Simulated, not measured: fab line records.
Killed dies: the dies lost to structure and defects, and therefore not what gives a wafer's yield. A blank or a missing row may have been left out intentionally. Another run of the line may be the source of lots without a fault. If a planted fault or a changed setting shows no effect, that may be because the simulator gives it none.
Chamber matching / flow n5_finfet / N5_BEOL_M1_ETCHBACK_99 on rie_diel-04: 4 sister chambers
The step etches SiO2 in CHF3, target depth 5 nm, time 10.4 s. 16 wafers are shown with their chamber, then 8 later ones without.

## WAFERS PAIRED WITH THEIR CHAMBERS
wafer=L237.3; chamber=1; showerhead_plenum_p_Torr (Torr)=2.22; drypump_motor_current_A (A)=5.6; rf_vpp_V (V)=238
wafer=L237.5; chamber=0; showerhead_plenum_p_Torr (Torr)=2.11; drypump_motor_current_A (A)=6.2; rf_vpp_V (V)=240
wafer=L237.6; chamber=1; showerhead_plenum_p_Torr (Torr)=2.22; drypump_motor_current_A (A)=5.5; rf_vpp_V (V)=237
wafer=L238.1; chamber=2; showerhead_plenum_p_Torr (Torr)=2.08; drypump_motor_current_A (A)=5.6; rf_vpp_V (V)=237
wafer=L238.3; chamber=3; showerhead_plenum_p_Torr (Torr)=2.17; drypump_motor_current_A (A)=5.4; rf_vpp_V (V)=243
wafer=L238.5; chamber=3; showerhead_plenum_p_Torr (Torr)=2.17; drypump_motor_current_A (A)=5.4; rf_vpp_V (V)=242
wafer=L240.1; chamber=1; showerhead_plenum_p_Torr (Torr)=2.22; drypump_motor_current_A (A)=5.6; rf_vpp_V (V)=238
wafer=L240.3; chamber=2; showerhead_plenum_p_Torr (Torr)=2.08; drypump_motor_current_A (A)=5.6; rf_vpp_V (V)=237
wafer=L240.6; chamber=2; showerhead_plenum_p_Torr (Torr)=2.08; drypump_motor_current_A (A)=5.6; rf_vpp_V (V)=237
wafer=L239.2; chamber=1; showerhead_plenum_p_Torr (Torr)=2.22; drypump_motor_current_A (A)=5.5; rf_vpp_V (V)=237
wafer=L239.5; chamber=2; showerhead_plenum_p_Torr (Torr)=2.08; drypump_motor_current_A (A)=5.6; rf_vpp_V (V)=238
wafer=L239.6; chamber=1; showerhead_plenum_p_Torr (Torr)=2.22; drypump_motor_current_A (A)=5.5; rf_vpp_V (V)=239
wafer=L241.1; chamber=0; showerhead_plenum_p_Torr (Torr)=2.11; drypump_motor_current_A (A)=6.3; rf_vpp_V (V)=240
wafer=L241.2; chamber=1; showerhead_plenum_p_Torr (Torr)=2.22; drypump_motor_current_A (A)=5.5; rf_vpp_V (V)=238
wafer=L241.3; chamber=3; showerhead_plenum_p_Torr (Torr)=2.16; drypump_motor_current_A (A)=5.4; rf_vpp_V (V)=242
wafer=L246.1; chamber=3; showerhead_plenum_p_Torr (Torr)=2.16; drypump_motor_current_A (A)=5.4; rf_vpp_V (V)=242

SIGNATURES, as means of the wafers listed above
reading=showerhead_plenum_p_Torr; chamber 0=2.1100; chamber 1=2.2200; chamber 2=2.0800; chamber 3=2.1650; scatter within a chamber=0.00289
reading=drypump_motor_current_A; chamber 0=6.250; chamber 1=5.533; chamber 2=5.600; chamber 3=5.400; scatter within a chamber=0.0391
reading=rf_vpp_V; chamber 0=240.00; chamber 1=237.83; chamber 2=237.25; chamber 3=242.25; scatter within a chamber=0.601
Rule: for a wafer and a chamber, the distance is found by dividing, reading by reading, the gap between the wafer's reading and the chamber's mean by the reading's scatter, squaring, summing and taking the root. If the next closest chamber is less than 2 further off than the closest, the wafer can't be placed; otherwise it belongs to the closest. The scatter is the square root of a quotient: the sum, over the shown wafers, of each reading's squared deviation from its chamber's mean, divided by wafers minus chambers.

## WAFERS MISSING THEIR CHAMBER
wafer=L246.2; showerhead_plenum_p_Torr (Torr)=2.11; drypump_motor_current_A (A)=6.3; rf_vpp_V (V)=241
wafer=L246.6; showerhead_plenum_p_Torr (Torr)=2.07; drypump_motor_current_A (A)=5.6; rf_vpp_V (V)=236
wafer=L252.1; showerhead_plenum_p_Torr (Torr)=2.21; drypump_motor_current_A (A)=5.6; rf_vpp_V (V)=238
wafer=L252.2; showerhead_plenum_p_Torr (Torr)=2.07; drypump_motor_current_A (A)=5.6; rf_vpp_V (V)=238
wafer=L252.3; showerhead_plenum_p_Torr (Torr)=2.16; drypump_motor_current_A (A)=5.4; rf_vpp_V (V)=241
wafer=L253.1; showerhead_plenum_p_Torr (Torr)=2.07; drypump_motor_current_A (A)=5.6; rf_vpp_V (V)=237
wafer=L253.2; showerhead_plenum_p_Torr (Torr)=2.21; drypump_motor_current_A (A)=5.6; rf_vpp_V (V)=238
wafer=L253.4; showerhead_plenum_p_Torr (Torr)=2.21; drypump_motor_current_A (A)=5.6; rf_vpp_V (V)=238

## EACH ONE'S CHAMBER
wafer=L246.2; from the rows above=0; in truth=0
wafer=L246.6; from the rows above=2; in truth=2
wafer=L252.1; from the rows above=1; in truth=1
wafer=L252.2; from the rows above=2; in truth=2
wafer=L252.3; from the rows above=3; in truth=3
wafer=L253.1; from the rows above=2; in truth=2
wafer=L253.2; from the rows above=1; in truth=1
wafer=L253.4; from the rows above=1; in truth=1
8 of 8 placed correctly. Not placeable from these rows: 0. Number placed wrongly: 0.
